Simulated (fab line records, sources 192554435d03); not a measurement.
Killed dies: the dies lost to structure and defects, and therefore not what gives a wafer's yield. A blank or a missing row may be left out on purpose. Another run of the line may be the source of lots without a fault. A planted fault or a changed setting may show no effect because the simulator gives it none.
Which tool is to blame? -- flow n5-finfet -- 10 lots with 29 wafers sampled at 6 steps, on a route of 1938 steps

== WHAT EACH GAUGE READ, for each wafer ==
N5_BEOL_M4_RC_MEAS_101. Usual: DIBL_N 36.5 mV/V, standard deviation 1.9; DIBL_P 36.4 mV/V, standard deviation 2.2; IOFF_N 0.17 nA/um, standard deviation 0.034; IOFF_P 0.21 nA/um, standard deviation 0.036; ION_N 678 uA/um, standard deviation 12; ION_P 462 uA/um, standard deviation 7.1; SS_N 71.7 mV/dec, standard deviation 0.61; SS_P 73.4 mV/dec, standard deviation 0.71; VT_N 249 mV, standard deviation 3.5; VT_P -251 mV, standard deviation 3.
lot,measured,on,DIBL_N (mV/V),DIBL_P (mV/V),IOFF_N (nA/um),IOFF_P (nA/um),ION_N (uA/um),ION_P (uA/um),SS_N (mV/dec),SS_P (mV/dec),VT_N (mV),VT_P (mV),flag
L937,day 8 17:21,prober-02,37.6 40.3 36.1,37.9 40.5 35.1,0.16 0.23 0.15,0.23 0.27 0.18,671 691 666,455 471 453,71.6 71.8 70.9,73.9 75.4 73.0,248 243 251,-250 -247 -253,
L945,day 11 09:53,prober-01,38.7 37.5 36.0,38.9 38.0 35.6,0.20 0.18 0.14,0.23 0.21 0.17,692 691 664,470 467 457,72.4 72.1 71.6,74.4 73.2 73.2,244 249 254,-250 -252 -256,
L947,day 12 10:33,prober-02,35.0 35.8,34.6 35.2,0.12 0.13,0.17 0.18,667 664,456 452,71.5 71.1,72.6 72.2,256 254,-254 -252,
L949,day 13 01:29,prober-01,37.5 38.6 37.2,36.2 39.0 37.2,0.16 0.19 0.16,0.18 0.22 0.19,668 682 672,446 451 452,72.7 71.7 72.5,73.4 73.4 73.2,253 247 254,-259 -252 -253,
L952,day 13 10:46,prober-02,36.8 39.3 36.1,35.1 38.0 33.2,0.16 0.19 0.14,0.19 0.25 0.16,683 680 671,464 468 451,71.6 72.0 71.9,73.5 74.0 73.2,249 248 252,-251 -248 -255,
L953,day 13 11:50,prober-01,38.4 36.4 36.3,39.3 37.1 36.7,0.20 0.16 0.17,0.25 0.21 0.21,689 674 700,470 459 474,71.7 71.1 71.9,73.9 73.2 73.1,244 250 247,-248 -251 -251,
L954,day 13 19:34,prober-01,33.3 33.8 35.5,34.4 34.5 36.3,0.14 0.12 0.16,0.16 0.16 0.19,686 662 674,462 455 456,72.0 71.7 71.9,72.5 73.3 73.9,250 254 250,-254 -253 -253,
L956,day 14 06:35,prober-01,38.7 36.4 35.9,38.4 35.0 34.8,0.20 0.16 0.14,0.27 0.21 0.20,687 684 678,466 465 468,72.4 71.9 71.1,74.0 73.6 73.4,247 249 252,-246 -250 -253,
L958,day 14 21:52,prober-01,33.3 37.5 36.8,33.5 38.2 36.7,0.13 0.19 0.18,0.15 0.21 0.20,663 677 680,460 459 460,71.1 72.0 71.3,72.2 73.9 73.4,250 248 244,-253 -250 -252,
L959,day 15 11:43,prober-01,36.4 34.1 34.1,35.3 32.6 32.6,0.16 0.13 0.13,0.21 0.17 0.18,669 673 676,459 464 466,71.8 71.4 71.1,73.7 72.4 73.0,250 253 251,-250 -253 -252,

N5_BEOL_M7_INSPECT_58: inspects for defects (darkfield). Usual: 67 for raw-defect-count, sd 22.
lot,measured,on,raw-defect-count,flag
L937,day 10 02:50,defect-inspect-02,59 71 65,
L945,day 12 18:50,defect-inspect-02,51 46 30,
L947,day 13 20:10,defect-inspect-01,60 45,
L949,day 14 12:13,defect-inspect-02,53 100 91,
L952,day 14 22:28,defect-inspect-01,44 41 55,
L953,day 14 22:02,defect-inspect-02,77 121 114,
L954,day 15 07:46,defect-inspect-01,54 51 43,
L956,day 15 09:28,defect-inspect-02,59 64 89,
L958,day 16 11:22,defect-inspect-01,74 101 61,
L959,day 17 02:24,defect-inspect-02,72 59 40,

== WHICH TOOL RAN EACH LOT (tool, then ch and the chambers of the sampled wafers, then the start) ==
lot,N5_BEOL_M7_STRIP_80,N5_BEOL_M7_DEGAS_44,N5_BEOL_M7_SPUTTER_48,N5_BEOL_M7_CMP_52
L937,"rie-diel-05 ch 0,1,3, day 10 01:10 or earlier","pvd-sputter-01, day 10 01:10","pvd-sputter-01, day 10 01:52","cmp-01 ch 2,3, day 10 02:23"
L945,"rie-diel-05 ch 0,2,3, day 12 17:13 or earlier","pvd-sputter-02, day 12 17:13","pvd-sputter-02, day 12 17:52","cmp-02 ch 0,2,3, day 12 18:25"
L947,"rie-diel-02 ch 0,2, day 13 18:22 or earlier","pvd-sputter-02, day 13 18:22","pvd-sputter-03, day 13 19:12","cmp-01 ch 2,3, day 13 19:44"
L949,"rie-diel-02 ch 1,2, day 14 09:29 or earlier","pvd-sputter-03, day 14 09:29","pvd-sputter-03, day 14 10:26","cmp-04 ch 0,1,2, day 14 11:52"
L952,"rie-diel-06 ch 0,2,3, day 14 20:34 or earlier","pvd-sputter-02, day 14 20:34","pvd-sputter-02, day 14 21:14","cmp-04 ch 0,2,3, day 14 22:05"
L953,"rie-diel-05 ch 2,3, day 14 20:15 or earlier","pvd-sputter-03, day 14 20:15","pvd-sputter-01, day 14 20:54","cmp-02 ch 0,2,3, day 14 21:35"
L954,"rie-diel-06 ch 0,1,2, day 15 05:19 or earlier","pvd-sputter-01, day 15 05:19","pvd-sputter-01, day 15 05:58","cmp-02 ch 2,3, day 15 07:17"
L956,"rie-diel-02 ch 0,1,3, day 15 06:07 or earlier","pvd-sputter-02, day 15 06:07","pvd-sputter-01, day 15 07:02","cmp-04 ch 0,1,3, day 15 09:01"
L958,"rie-diel-06 ch 0,3, day 16 09:38 or earlier","pvd-sputter-03, day 16 09:38","pvd-sputter-03, day 16 10:25","cmp-04 ch 0,1,2, day 16 11:02"
L959,"rie-diel-02 ch 0,1, day 17 00:17 or earlier","pvd-sputter-02, day 17 00:17","pvd-sputter-01, day 17 01:26","cmp-01 ch 1,2,3, day 17 01:59"
- N5_BEOL_M7_STRIP_80: strips in N2/H2, time 10 s.
- N5_BEOL_M7_DEGAS_44: time 60 s.
- N5_BEOL_M7_SPUTTER_48: material Cu, target thk 10 nm, time 1.667 s.
- N5_BEOL_M7_CMP_52: polishes, stops on SiCOH lowk, t overpolish 6.9 s, target thk 80 nm.

== WHAT THE TOOLS THEMSELVES READ (means of the sampled wafers that have a number; where no wafer has one, the mark that the record gives instead) ==
N5_BEOL_M7_STRIP_80. Usual: value, then standard deviation, for each; bias-power-w 6.999 W / 0.02; chamber-pressure-mTorr 20.001 mTorr / 0.016; drypump-motor-current-A 5.6 A / 0.42; oes-product-au 0.78 a.u. / 0.082; rf-vpp-V 59.1 V / 0.88; showerhead-plenum-p-Torr 2.53 Torr / 0.068; throttle-valve-pct 23.6 % / 0.32.
lot,tool,bias-power-w (W),chamber-pressure-mTorr (mTorr),drypump-motor-current-A (A),oes-product-au (a.u.),rf-vpp-V (V),showerhead-plenum-p-Torr (Torr),throttle-valve-pct (%),flag
L937,rie-diel-05,6.994,20.015,5.3,0.73,58.2,2.51,23.4,
L945,rie-diel-05,6.982,20.000,5.5,0.85,58.3,2.50,23.4,
L947,rie-diel-02,6.996,20.011,5.5,0.70,58.0,2.56,23.8,
L949,rie-diel-02,7.017,19.987,5.9,0.74,59.8,2.50,23.5,
L952,rie-diel-06,6.998,20.002,5.5,0.72,58.7,2.55,23.9,
L953,rie-diel-05,6.996,19.985,5.8,0.82,59.4,2.54,23.6,
L954,rie-diel-06,6.998,20.009,5.8,0.80,58.8,2.52,23.9,
L956,rie-diel-02,6.985,19.991,5.4,0.77,58.8,2.51,23.8,
L958,rie-diel-06,6.998,19.996,5.5,0.70,59.5,2.54,23.9,
L959,rie-diel-02,7.001,20.007,5.3,0.70,59.3,2.55,23.9,

N5_BEOL_M7_DEGAS_44. Usual: 329 W for heater-power-w, sd 30.
lot,tool,heater-power-w (W),flag
L937,pvd-sputter-01,319,
L945,pvd-sputter-02,361,
L947,pvd-sputter-02,312,
L949,pvd-sputter-03,312,
L952,pvd-sputter-02,334,
L953,pvd-sputter-03,337,
L954,pvd-sputter-01,306,
L956,pvd-sputter-02,335,
L958,pvd-sputter-03,320,
L959,pvd-sputter-02,313,

N5_BEOL_M7_SPUTTER_48. Usual: bias-v 60.0 V, standard deviation 0.59; cathode-dc-power-W 26000 W, standard deviation 4.9; throttle-valve-pct 30.3 %, standard deviation 1.3.
lot,tool,bias-v (V),cathode-dc-power-W (W),throttle-valve-pct (%),flag
L937,pvd-sputter-01,59.9,25998,31.9,
L945,pvd-sputter-02,60.1,25999,30.3,
L947,pvd-sputter-03,59.3,26008,29.1,
L949,pvd-sputter-03,60.6,25999,29.0,
L952,pvd-sputter-02,-,-,-,OFF
L953,pvd-sputter-01,-,-,-,OFF
L954,pvd-sputter-01,60.0,26002,31.2,
L956,pvd-sputter-01,60.6,25999,31.5,
L958,pvd-sputter-03,59.9,25999,29.2,
L959,pvd-sputter-01,59.9,26001,30.0,

N5_BEOL_M7_CMP_52. Usual: motor-current-A 5.8 A, standard deviation 0.42; time-to-endpoint-s 63.0 s, standard deviation 2.7.
lot,tool,motor-current-A (A),time-to-endpoint-s (s),flag
L937,cmp-01,6.0,62.0,
L945,cmp-02,5.8,59.8,
L947,cmp-01,6.1,60.5,
L949,cmp-04,5.7,61.8,
L952,cmp-04,5.6,1.1,OFF
L953,cmp-02,5.8,0.5,OFF
L954,cmp-02,5.6,60.3,
L956,cmp-04,5.9,64.2,
L958,cmp-04,5.6,61.8,
L959,cmp-01,6.0,64.2,

== THE ANSWER, worked out from the rows above alone ==
Rule: lot off if the mean of its wafers having a number is beyond 3 standard deviations from the usual mean. Also off: a lot with no number at a reading for which 4 or more lots have one. Where the step has rows for the other lots, those lots are counted as sound. First the gauges in route order, then the tools' own readings, where a lot's mean is used as printed above. The first step at which some lot is off is used, and at that step the reading that is off furthest; a lot without a number counts as furthest.
Off: L952, L953 (N5_BEOL_M7_SPUTTER_48, bias-v). Without a number there: L952, L953.
If a tool, at that step or one of the process steps before it, ran each lot that is off and ran no sound lot following the first of them, it fits. Because N5_BEOL_M7_STRIP_80 lacks a start for some lots, the hours and order of its lots are taken from N5_BEOL_M7_DEGAS_44. None of those tried fits.

== WHAT THE SIMULATOR HAD INSERTED ==
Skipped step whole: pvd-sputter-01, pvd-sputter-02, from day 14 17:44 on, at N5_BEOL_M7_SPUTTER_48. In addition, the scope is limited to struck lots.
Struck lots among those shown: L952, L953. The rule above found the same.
